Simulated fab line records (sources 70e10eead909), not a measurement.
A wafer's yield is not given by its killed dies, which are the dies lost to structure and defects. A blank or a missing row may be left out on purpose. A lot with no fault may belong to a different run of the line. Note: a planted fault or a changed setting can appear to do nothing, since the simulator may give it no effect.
Matching of chambers | flow nand harc | rie diel-08 running NHARC_A_CONTACT_ETCH_106: 4 sister chambers
The step etches the open film in CF4/O2, target depth 60 nm, overetch 6 nm, time 33 s. 4 wafers are shown with their chamber, then 7 later ones without.

## WAFERS WITH THEIR CHAMBER
wafer  | chamber | showerhead plenum p Torr (Torr)
L090.1 | 3       | 1.36
L090.4 | 2       | 1.36
L094.2 | 1       | 1.28
L094.4 | 0       | 1.24

## WAFERS MISSING THEIR CHAMBER
wafer  | showerhead plenum p Torr (Torr)
L094.5 | 1.28
L096.1 | 1.35
L096.2 | 1.36
L096.6 | 1.28
L097.3 | 1.28
L097.4 | 1.24
L097.6 | 1.28

## WHICH CHAMBER EACH WENT THROUGH
wafer  | from the rows above     | in truth
L094.5 | 1                       | 1
L096.1 | can't be placed: 2 or 3 | 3
L096.2 | can't be placed: 2 or 3 | 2
L096.6 | 1                       | 1
L097.3 | 1                       | 1
L097.4 | 0                       | 0
L097.6 | 1                       | 1
Correctly placed: 5 of 7. Cannot be placed on the basis of these rows: 2; the candidates contain the true chamber in 2. 0 placed wrongly.
How it was worked out, from the rows above alone: a wafer's distance from a chamber is the root of the sum, over the readings, of the square of ((its reading less the chamber's mean) divided by the reading's scatter). If the next closest chamber is less than 2 further off than the closest, the wafer can't be placed; otherwise it belongs to the closest. Each chamber's mean is taken over the wafers shown for it. The scatter: with one shown wafer a chamber, the root of the mean of the squares of how far each hidden wafer lies from its nearest shown one.
